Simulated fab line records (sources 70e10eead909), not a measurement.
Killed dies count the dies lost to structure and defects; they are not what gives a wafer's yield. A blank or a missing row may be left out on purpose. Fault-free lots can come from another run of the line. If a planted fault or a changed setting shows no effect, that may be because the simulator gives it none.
What tool caused it? :: flow nandHarc :: 15 lots, 45 wafers sampled, at 4 steps of a route of 1302

## WHAT THE GAUGES READ, wafer by wafer
No reading from a measuring or inspecting step in the record can be judged against a usual standard deviation.

## WHICH TOOL RAN EACH LOT (tool, then ch and the chambers of the sampled wafers, then the start)
lot: L106
NHARC_A_CHANNEL_HOLE_D1_DEP_01: pecvd-03 ch 0,1,2, day 8 18:19
NHARC_A_CHANNEL_HOLE_D1_DESCUM_15: rieDiel-11 ch 2,3, day 8 19:13
NHARC_A_CHANNEL_HOLE_D1_ETCH_16: rieDiel-11 ch 1,2, day 8 19:45
NHARC_A_CHANNEL_HOLE_D1_ETCH_21: harEtch-01 ch 0,1, day 8 20:59

lot: L108
NHARC_A_CHANNEL_HOLE_D1_DEP_01: pecvd-01 ch 0,1, day 10 00:14
NHARC_A_CHANNEL_HOLE_D1_DESCUM_15: rieDiel-01 ch 0,2,3, day 10 03:31
NHARC_A_CHANNEL_HOLE_D1_ETCH_16: rieDiel-01 ch 0,1,3, day 10 04:10
NHARC_A_CHANNEL_HOLE_D1_ETCH_21: harEtch-01 ch 0,1, day 10 08:44

lot: L109
NHARC_A_CHANNEL_HOLE_D1_DEP_01: pecvd-04 ch 0,2, day 10 00:14
NHARC_A_CHANNEL_HOLE_D1_DESCUM_15: rieDiel-11 ch 0,2,3, day 10 01:05
NHARC_A_CHANNEL_HOLE_D1_ETCH_16: rieDiel-05 ch 1,3, day 10 03:57
NHARC_A_CHANNEL_HOLE_D1_ETCH_21: harEtch-02 ch 0,1, day 10 05:10

lot: L111
NHARC_A_CHANNEL_HOLE_D1_DEP_01: pecvd-03 ch 0,2, day 10 22:38
NHARC_A_CHANNEL_HOLE_D1_DESCUM_15: rieDiel-11 ch 0,2,3, day 10 23:22
NHARC_A_CHANNEL_HOLE_D1_ETCH_16: rieDiel-11 ch 0,3, day 10 23:55
NHARC_A_CHANNEL_HOLE_D1_ETCH_21: harEtch-01 ch 0,1, day 11 03:07

lot: L112
NHARC_A_CHANNEL_HOLE_D1_DEP_01: pecvd-03 ch 0,2, day 11 10:40
NHARC_A_CHANNEL_HOLE_D1_DESCUM_15: rieDiel-05 ch 0,1,2, day 11 11:28
NHARC_A_CHANNEL_HOLE_D1_ETCH_16: rieDiel-11 ch 0,2,3, day 11 12:05
NHARC_A_CHANNEL_HOLE_D1_ETCH_21: harEtch-01 ch 0,1, day 11 13:14

lot: L114
NHARC_A_CHANNEL_HOLE_D1_DEP_01: pecvd-03 ch 1,2, day 11 22:40
NHARC_A_CHANNEL_HOLE_D1_DESCUM_15: rieDiel-05 ch 1,2, day 11 23:35
NHARC_A_CHANNEL_HOLE_D1_ETCH_16: rieDiel-05 ch 1,3, day 12 00:07
NHARC_A_CHANNEL_HOLE_D1_ETCH_21: harEtch-02 ch 0,1, day 12 01:55

lot: L116
NHARC_A_CHANNEL_HOLE_D1_DEP_01: pecvd-01 ch 0,1,2, day 12 23:02
NHARC_A_CHANNEL_HOLE_D1_DESCUM_15: rieDiel-11 ch 1,2,3, day 12 23:58
NHARC_A_CHANNEL_HOLE_D1_ETCH_16: rieDiel-11 ch 0,1,3, day 13 00:32
NHARC_A_CHANNEL_HOLE_D1_ETCH_21: harEtch-02 ch 0,1, day 13 01:34

lot: L121
NHARC_A_CHANNEL_HOLE_D1_DEP_01: pecvd-04 ch 1,2, day 15 01:55
NHARC_A_CHANNEL_HOLE_D1_DESCUM_15: rieDiel-11 ch 0,2, day 15 02:51
NHARC_A_CHANNEL_HOLE_D1_ETCH_16: rieDiel-11 ch 0,1,2, day 15 03:26
NHARC_A_CHANNEL_HOLE_D1_ETCH_21: harEtch-01 ch 0,1, day 15 08:46

lot: L122
NHARC_A_CHANNEL_HOLE_D1_DEP_01: pecvd-04 ch 0,1, day 15 13:17
NHARC_A_CHANNEL_HOLE_D1_DESCUM_15: rieDiel-11 ch 0,3, day 15 14:11
NHARC_A_CHANNEL_HOLE_D1_ETCH_16: rieDiel-11 ch 2,3, day 15 14:43
NHARC_A_CHANNEL_HOLE_D1_ETCH_21: harEtch-01 ch 0,1, day 15 15:52

lot: L123
NHARC_A_CHANNEL_HOLE_D1_DEP_01: pecvd-01 ch 0,1,2, day 15 22:25
NHARC_A_CHANNEL_HOLE_D1_DESCUM_15: rieDiel-11 ch 0,2,3, day 15 23:20
NHARC_A_CHANNEL_HOLE_D1_ETCH_16: rieDiel-11 ch 1,2,3, day 15 23:51
NHARC_A_CHANNEL_HOLE_D1_ETCH_21: harEtch-02 ch 0,1, day 16 03:59

lot: L124
NHARC_A_CHANNEL_HOLE_D1_DEP_01: pecvd-01 ch 0,1,2, day 16 07:50
NHARC_A_CHANNEL_HOLE_D1_DESCUM_15: rieDiel-01 ch 0,1,3, day 16 08:37
NHARC_A_CHANNEL_HOLE_D1_ETCH_16: rieDiel-01 ch 2,3, day 16 09:08
NHARC_A_CHANNEL_HOLE_D1_ETCH_21: harEtch-01 ch 0, day 16 10:17

lot: L125
NHARC_A_CHANNEL_HOLE_D1_DEP_01: pecvd-03 ch 0,1,2, day 16 21:10
NHARC_A_CHANNEL_HOLE_D1_DESCUM_15: rieDiel-11 ch 0,1,2, day 16 22:04
NHARC_A_CHANNEL_HOLE_D1_ETCH_16: rieDiel-11 ch 0,1,3, day 16 22:42
NHARC_A_CHANNEL_HOLE_D1_ETCH_21: harEtch-01 ch 0,1, day 17 01:37

lot: L126
NHARC_A_CHANNEL_HOLE_D1_DEP_01: pecvd-01 ch 0,1,2, day 17 04:33
NHARC_A_CHANNEL_HOLE_D1_DESCUM_15: rieDiel-11 ch 0,1,3, day 17 05:19
NHARC_A_CHANNEL_HOLE_D1_ETCH_16: rieDiel-11 ch 0,2,3, day 17 05:55
NHARC_A_CHANNEL_HOLE_D1_ETCH_21: harEtch-01 ch 0,1, day 17 09:53

lot: L127
NHARC_A_CHANNEL_HOLE_D1_DEP_01: pecvd-04 ch 0,1, day 17 10:50
NHARC_A_CHANNEL_HOLE_D1_DESCUM_15: rieDiel-11 ch 0,1,3, day 17 11:44
NHARC_A_CHANNEL_HOLE_D1_ETCH_16: rieDiel-11 ch 0,2,3, day 17 12:23
NHARC_A_CHANNEL_HOLE_D1_ETCH_21: harEtch-02 ch 0,1, day 17 13:29

lot: L128
NHARC_A_CHANNEL_HOLE_D1_DEP_01: pecvd-01 ch 0,1,2, day 18 07:38
NHARC_A_CHANNEL_HOLE_D1_DESCUM_15: rieDiel-11 ch 1,2,3, day 18 08:29
NHARC_A_CHANNEL_HOLE_D1_ETCH_16: rieDiel-11 ch 2,3, day 18 09:01
NHARC_A_CHANNEL_HOLE_D1_ETCH_21: harEtch-01 ch 0,1, day 18 11:34
- NHARC_A_CHANNEL_HOLE_D1_DEP_01: deposits SiON, target thk 140 nm.
- NHARC_A_CHANNEL_HOLE_D1_DESCUM_15: chemistry O2, time 3 s.
- NHARC_A_CHANNEL_HOLE_D1_ETCH_16: etches the open film in O2/COS, target depth 3100 nm, time 806 s.
- NHARC_A_CHANNEL_HOLE_D1_ETCH_21: etches the open film in C4F8/O2/Ar, time 514.3 s, target depth 1600 nm.

## WHAT THE TOOLS THEMSELVES READ (means of the sampled wafers that have a number; where no wafer has one, the mark that the record gives instead)
NHARC_A_CHANNEL_HOLE_D1_DEP_01. Usual: heaterPowerW at 765 W, with a standard deviation of 110.
lot: L106
tool: pecvd-03
heaterPowerW (W): 671
flag: 

lot: L108
tool: pecvd-01
heaterPowerW (W): 921
flag: 

lot: L109
tool: pecvd-04
heaterPowerW (W): 677
flag: 

lot: L111
tool: pecvd-03
heaterPowerW (W): 706
flag: 

lot: L112
tool: pecvd-03
heaterPowerW (W): 734
flag: 

lot: L114
tool: pecvd-03
heaterPowerW (W): 611
flag: 

lot: L116
tool: pecvd-01
heaterPowerW (W): 895
flag: 

lot: L121
tool: pecvd-04
heaterPowerW (W): 723
flag: 

lot: L122
tool: pecvd-04
heaterPowerW (W): 759
flag: 

lot: L123
tool: pecvd-01
heaterPowerW (W): 873
flag: 

lot: L124
tool: pecvd-01
heaterPowerW (W): 891
flag: 

lot: L125
tool: pecvd-03
heaterPowerW (W): 671
flag: 

lot: L126
tool: pecvd-01
heaterPowerW (W): 827
flag: 

lot: L127
tool: pecvd-04
heaterPowerW (W): 771
flag: 

lot: L128
tool: pecvd-01
heaterPowerW (W): 818
flag: 

NHARC_A_CHANNEL_HOLE_D1_DESCUM_15. Usual: drypumpMotorCurrentA 5.7 A, standard deviation 0.65; oesProductAu 0.999 a.u., standard deviation 0.0074; rfVppV 57.6 V, standard deviation 0.85; showerheadPlenumPTorr 1.86 Torr, standard deviation 0.076; throttleValvePct 11.311 %, standard deviation 0.009.
lot: L106
tool: rieDiel-11
drypumpMotorCurrentA (A): 5.1
oesProductAu (a.u.): 1.002
rfVppV (V): 57.8
showerheadPlenumPTorr (Torr): 1.82
throttleValvePct (%): 11.305
flag: 

lot: L108
tool: rieDiel-01
drypumpMotorCurrentA (A): 5.8
oesProductAu (a.u.): 0.996
rfVppV (V): 57.1
showerheadPlenumPTorr (Torr): 1.79
throttleValvePct (%): 11.308
flag: 

lot: L109
tool: rieDiel-11
drypumpMotorCurrentA (A): 5.4
oesProductAu (a.u.): 0.998
rfVppV (V): 57.3
showerheadPlenumPTorr (Torr): 1.87
throttleValvePct (%): 11.314
flag: 

lot: L111
tool: rieDiel-11
drypumpMotorCurrentA (A): 5.4
oesProductAu (a.u.): 1.001
rfVppV (V): 56.8
showerheadPlenumPTorr (Torr): 1.86
throttleValvePct (%): 11.308
flag: 

lot: L112
tool: rieDiel-05
drypumpMotorCurrentA (A): 5.3
oesProductAu (a.u.): 0.986
rfVppV (V): 57.9
showerheadPlenumPTorr (Torr): 1.91
throttleValvePct (%): 11.309
flag: 

lot: L114
tool: rieDiel-05
drypumpMotorCurrentA (A): 4.9
oesProductAu (a.u.): 0.993
rfVppV (V): 58.0
showerheadPlenumPTorr (Torr): 1.95
throttleValvePct (%): 11.318
flag: 

lot: L116
tool: rieDiel-11
drypumpMotorCurrentA (A): 5.6
oesProductAu (a.u.): 1.000
rfVppV (V): 57.8
showerheadPlenumPTorr (Torr): 1.83
throttleValvePct (%): 11.310
flag: 

lot: L121
tool: rieDiel-11
drypumpMotorCurrentA (A): 5.7
oesProductAu (a.u.): 1.002
rfVppV (V): 58.2
showerheadPlenumPTorr (Torr): 1.91
throttleValvePct (%): 11.311
flag: 

lot: L122
tool: rieDiel-11
drypumpMotorCurrentA (A): 5.6
oesProductAu (a.u.): 0.996
rfVppV (V): 58.5
showerheadPlenumPTorr (Torr): 1.89
throttleValvePct (%): 11.305
flag: 

lot: L123
tool: rieDiel-11
drypumpMotorCurrentA (A): 5.4
oesProductAu (a.u.): 0.998
rfVppV (V): 58.1
showerheadPlenumPTorr (Torr): 1.86
throttleValvePct (%): 11.318
flag: 

lot: L124
tool: rieDiel-01
drypumpMotorCurrentA (A): 5.7
oesProductAu (a.u.): 1.002
rfVppV (V): 57.2
showerheadPlenumPTorr (Torr): 1.85
throttleValvePct (%): 11.320
flag: 

lot: L125
tool: rieDiel-11
drypumpMotorCurrentA (A): 5.9
oesProductAu (a.u.): 0.999
rfVppV (V): 57.8
showerheadPlenumPTorr (Torr): 1.88
throttleValvePct (%): 11.313
flag: 

lot: L126
tool: rieDiel-11
drypumpMotorCurrentA (A): 5.9
oesProductAu (a.u.): 0.998
rfVppV (V): 57.1
showerheadPlenumPTorr (Torr): 1.85
throttleValvePct (%): 11.315
flag: 

lot: L127
tool: rieDiel-11
drypumpMotorCurrentA (A): 5.9
oesProductAu (a.u.): 0.988
rfVppV (V): 58.2
showerheadPlenumPTorr (Torr): 1.85
throttleValvePct (%): 11.314
flag: 

lot: L128
tool: rieDiel-11
drypumpMotorCurrentA (A): 5.7
oesProductAu (a.u.): 1.001
rfVppV (V): 57.6
showerheadPlenumPTorr (Torr): 1.83
throttleValvePct (%): 11.306
flag: 

NHARC_A_CHANNEL_HOLE_D1_ETCH_16. Usual: for biasW, 300.0 W with a standard deviation of 0.9; for chamberPressureMTorr, 20.001 mTorr with a standard deviation of 0.018; for drypumpMotorCurrentA, 5.6 A with a standard deviation of 0.65; for oesProductAu, 1.001 a.u. with a standard deviation of 0.0076; for rfVppV, 313.0 V with a standard deviation of 1.9; for showerheadPlenumPTorr, 3.04 Torr with a standard deviation of 0.11; for throttleValvePct, 28.330 % with a standard deviation of 0.0097.
lot: L106
tool: rieDiel-11
biasW (W): 300.6
chamberPressureMTorr (mTorr): 19.991
drypumpMotorCurrentA (A): 5.7
oesProductAu (a.u.): 1.007
rfVppV (V): 314.2
showerheadPlenumPTorr (Torr): 3.03
throttleValvePct (%): 28.329
flag: 

lot: L108
tool: rieDiel-01
biasW (W): 299.4
chamberPressureMTorr (mTorr): 19.997
drypumpMotorCurrentA (A): 5.7
oesProductAu (a.u.): 1.005
rfVppV (V): 312.8
showerheadPlenumPTorr (Torr): 3.05
throttleValvePct (%): 28.329
flag: 

lot: L109
tool: rieDiel-05
biasW (W): 299.3
chamberPressureMTorr (mTorr): 20.007
drypumpMotorCurrentA (A): 5.7
oesProductAu (a.u.): 0.997
rfVppV (V): 316.6
showerheadPlenumPTorr (Torr): 3.28
throttleValvePct (%): 28.328
flag: 

lot: L111
tool: rieDiel-11
biasW (W): 300.2
chamberPressureMTorr (mTorr): 20.002
drypumpMotorCurrentA (A): 5.3
oesProductAu (a.u.): 1.013
rfVppV (V): 312.3
showerheadPlenumPTorr (Torr): 3.01
throttleValvePct (%): 28.324
flag: 

lot: L112
tool: rieDiel-11
biasW (W): 300.4
chamberPressureMTorr (mTorr): 19.977
drypumpMotorCurrentA (A): 5.4
oesProductAu (a.u.): 1.005
rfVppV (V): 313.4
showerheadPlenumPTorr (Torr): 3.05
throttleValvePct (%): 28.331
flag: 

lot: L114
tool: rieDiel-05
biasW (W): 300.6
chamberPressureMTorr (mTorr): 19.996
drypumpMotorCurrentA (A): 5.6
oesProductAu (a.u.): 0.990
rfVppV (V): 316.5
showerheadPlenumPTorr (Torr): 3.27
throttleValvePct (%): 28.324
flag: 

lot: L116
tool: rieDiel-11
biasW (W): 299.8
chamberPressureMTorr (mTorr): 20.008
drypumpMotorCurrentA (A): 5.9
oesProductAu (a.u.): 1.005
rfVppV (V): 312.7
showerheadPlenumPTorr (Torr): 3.03
throttleValvePct (%): 28.333
flag: 

lot: L121
tool: rieDiel-11
biasW (W): -
chamberPressureMTorr (mTorr): -
drypumpMotorCurrentA (A): -
oesProductAu (a.u.): -
rfVppV (V): -
showerheadPlenumPTorr (Torr): -
throttleValvePct (%): -
flag: OFF

lot: L122
tool: rieDiel-11
biasW (W): -
chamberPressureMTorr (mTorr): -
drypumpMotorCurrentA (A): -
oesProductAu (a.u.): -
rfVppV (V): -
showerheadPlenumPTorr (Torr): -
throttleValvePct (%): -
flag: OFF

lot: L123
tool: rieDiel-11
biasW (W): -
chamberPressureMTorr (mTorr): -
drypumpMotorCurrentA (A): -
oesProductAu (a.u.): -
rfVppV (V): -
showerheadPlenumPTorr (Torr): -
throttleValvePct (%): -
flag: OFF

lot: L124
tool: rieDiel-01
biasW (W): 300.3
chamberPressureMTorr (mTorr): 20.013
drypumpMotorCurrentA (A): 6.2
oesProductAu (a.u.): 1.005
rfVppV (V): 310.6
showerheadPlenumPTorr (Torr): 2.92
throttleValvePct (%): 28.326
flag: 

lot: L125
tool: rieDiel-11
biasW (W): 299.8
chamberPressureMTorr (mTorr): 19.990
drypumpMotorCurrentA (A): 5.9
oesProductAu (a.u.): 1.000
rfVppV (V): 312.3
showerheadPlenumPTorr (Torr): 3.03
throttleValvePct (%): 28.320
flag: 

lot: L126
tool: rieDiel-11
biasW (W): 299.5
chamberPressureMTorr (mTorr): 20.001
drypumpMotorCurrentA (A): 5.4
oesProductAu (a.u.): 1.007
rfVppV (V): 313.0
showerheadPlenumPTorr (Torr): 3.04
throttleValvePct (%): 28.325
flag: 

lot: L127
tool: rieDiel-11
biasW (W): 300.4
chamberPressureMTorr (mTorr): 19.990
drypumpMotorCurrentA (A): 5.4
oesProductAu (a.u.): 1.000
rfVppV (V): 312.3
showerheadPlenumPTorr (Torr): 3.04
throttleValvePct (%): 28.334
flag: 

lot: L128
tool: rieDiel-11
biasW (W): 300.3
chamberPressureMTorr (mTorr): 20.007
drypumpMotorCurrentA (A): 5.2
oesProductAu (a.u.): 1.006
rfVppV (V): 313.0
showerheadPlenumPTorr (Torr): 3.00
throttleValvePct (%): 28.338
flag: 

NHARC_A_CHANNEL_HOLE_D1_ETCH_21. Usual: for c4f8FlowSccm, 89.32 sccm with a standard deviation of 0.28; for chamberPressureMTorr, 20.002 mTorr with a standard deviation of 0.018; for drypumpMotorCurrentA, 5.7 A with a standard deviation of 0.51; for oesAirLineAu, 1.002 a.u. with a standard deviation of 0.021; for showerheadPlenumPTorr, 3.61 Torr with a standard deviation of 0.096; for tempC, -20.00 C with a standard deviation of 0.11; for throttleValvePct, 32.155 % with a standard deviation of 0.0094.
lot: L106
tool: harEtch-01
c4f8FlowSccm (sccm): 89.14
chamberPressureMTorr (mTorr): 19.998
drypumpMotorCurrentA (A): 6.0
oesAirLineAu (a.u.): 1.009
showerheadPlenumPTorr (Torr): 3.62
tempC (C): -20.11
throttleValvePct (%): 32.149
flag: 

lot: L108
tool: harEtch-01
c4f8FlowSccm (sccm): 89.40
chamberPressureMTorr (mTorr): 19.996
drypumpMotorCurrentA (A): 6.0
oesAirLineAu (a.u.): 1.013
showerheadPlenumPTorr (Torr): 3.61
tempC (C): -19.97
throttleValvePct (%): 32.164
flag: 

lot: L109
tool: harEtch-02
c4f8FlowSccm (sccm): 89.40
chamberPressureMTorr (mTorr): 20.005
drypumpMotorCurrentA (A): 5.8
oesAirLineAu (a.u.): 1.011
showerheadPlenumPTorr (Torr): 3.57
tempC (C): -19.98
throttleValvePct (%): 32.148
flag: 

lot: L111
tool: harEtch-01
c4f8FlowSccm (sccm): 89.44
chamberPressureMTorr (mTorr): 20.007
drypumpMotorCurrentA (A): 6.0
oesAirLineAu (a.u.): 0.993
showerheadPlenumPTorr (Torr): 3.60
tempC (C): -19.98
throttleValvePct (%): 32.161
flag: 

lot: L112
tool: harEtch-01
c4f8FlowSccm (sccm): 89.28
chamberPressureMTorr (mTorr): 20.011
drypumpMotorCurrentA (A): 5.9
oesAirLineAu (a.u.): 0.999
showerheadPlenumPTorr (Torr): 3.60
tempC (C): -19.95
throttleValvePct (%): 32.157
flag: 

lot: L114
tool: harEtch-02
c4f8FlowSccm (sccm): 89.08
chamberPressureMTorr (mTorr): 20.006
drypumpMotorCurrentA (A): 5.7
oesAirLineAu (a.u.): 0.995
showerheadPlenumPTorr (Torr): 3.63
tempC (C): -20.00
throttleValvePct (%): 32.158
flag: 

lot: L116
tool: harEtch-02
c4f8FlowSccm (sccm): 89.48
chamberPressureMTorr (mTorr): 20.009
drypumpMotorCurrentA (A): 5.7
oesAirLineAu (a.u.): 0.987
showerheadPlenumPTorr (Torr): 3.62
tempC (C): -20.05
throttleValvePct (%): 32.148
flag: 

lot: L121
tool: harEtch-01
c4f8FlowSccm (sccm): 89.54
chamberPressureMTorr (mTorr): 20.001
drypumpMotorCurrentA (A): 6.0
oesAirLineAu (a.u.): 0.976
showerheadPlenumPTorr (Torr): 3.57
tempC (C): -20.01
throttleValvePct (%): 32.160
flag: 

lot: L122
tool: harEtch-01
c4f8FlowSccm (sccm): 89.42
chamberPressureMTorr (mTorr): 19.997
drypumpMotorCurrentA (A): 5.5
oesAirLineAu (a.u.): 1.013
showerheadPlenumPTorr (Torr): 3.61
tempC (C): -19.91
throttleValvePct (%): 32.160
flag: 

lot: L123
tool: harEtch-02
c4f8FlowSccm (sccm): 89.19
chamberPressureMTorr (mTorr): 19.980
drypumpMotorCurrentA (A): 5.7
oesAirLineAu (a.u.): 1.009
showerheadPlenumPTorr (Torr): 3.60
tempC (C): -19.87
throttleValvePct (%): 32.155
flag: 

lot: L124
tool: harEtch-01
c4f8FlowSccm (sccm): 89.22
chamberPressureMTorr (mTorr): 20.007
drypumpMotorCurrentA (A): 6.3
oesAirLineAu (a.u.): 0.980
showerheadPlenumPTorr (Torr): 3.51
tempC (C): -20.11
throttleValvePct (%): 32.153
flag: 

lot: L125
tool: harEtch-01
c4f8FlowSccm (sccm): 89.29
chamberPressureMTorr (mTorr): 20.004
drypumpMotorCurrentA (A): 6.0
oesAirLineAu (a.u.): 1.018
showerheadPlenumPTorr (Torr): 3.55
tempC (C): -20.04
throttleValvePct (%): 32.160
flag: 

lot: L126
tool: harEtch-01
c4f8FlowSccm (sccm): 89.36
chamberPressureMTorr (mTorr): 20.001
drypumpMotorCurrentA (A): 5.5
oesAirLineAu (a.u.): 0.981
showerheadPlenumPTorr (Torr): 3.59
tempC (C): -19.96
throttleValvePct (%): 32.159
flag: 

lot: L127
tool: harEtch-02
c4f8FlowSccm (sccm): 89.45
chamberPressureMTorr (mTorr): 19.995
drypumpMotorCurrentA (A): 5.7
oesAirLineAu (a.u.): 1.020
showerheadPlenumPTorr (Torr): 3.84
tempC (C): -20.02
throttleValvePct (%): 32.149
flag: 

lot: L128
tool: harEtch-01
c4f8FlowSccm (sccm): 89.73
chamberPressureMTorr (mTorr): 19.985
drypumpMotorCurrentA (A): 5.5
oesAirLineAu (a.u.): 0.989
showerheadPlenumPTorr (Torr): 3.59
tempC (C): -19.98
throttleValvePct (%): 32.148
flag: 

## THE ANSWER, worked out from the rows above alone
Rule: take the mean of a lot's wafers that have a number; if it is more than 3 standard deviations from the usual mean, the lot is off. Also off: a lot with no number at a reading for which 4 or more lots have one. Where the step has rows for the other lots, those lots are counted as sound. First the gauges in route order, then the tools' own readings, where a lot's mean is used as printed above. The first step at which some lot is off is used, and at that step the reading that is off furthest; a lot without a number counts as furthest.
Off at NHARC_A_CHANNEL_HOLE_D1_ETCH_16 (biasW): L121, L122, L123. Without a number there: L121, L122, L123.
If a tool, at that step or one of the process steps before it, ran each lot that is off and ran no sound lot following the first of them, it fits. None of those tried fits.

## WHAT HAD BEEN PUT IN BY THE SIMULATOR
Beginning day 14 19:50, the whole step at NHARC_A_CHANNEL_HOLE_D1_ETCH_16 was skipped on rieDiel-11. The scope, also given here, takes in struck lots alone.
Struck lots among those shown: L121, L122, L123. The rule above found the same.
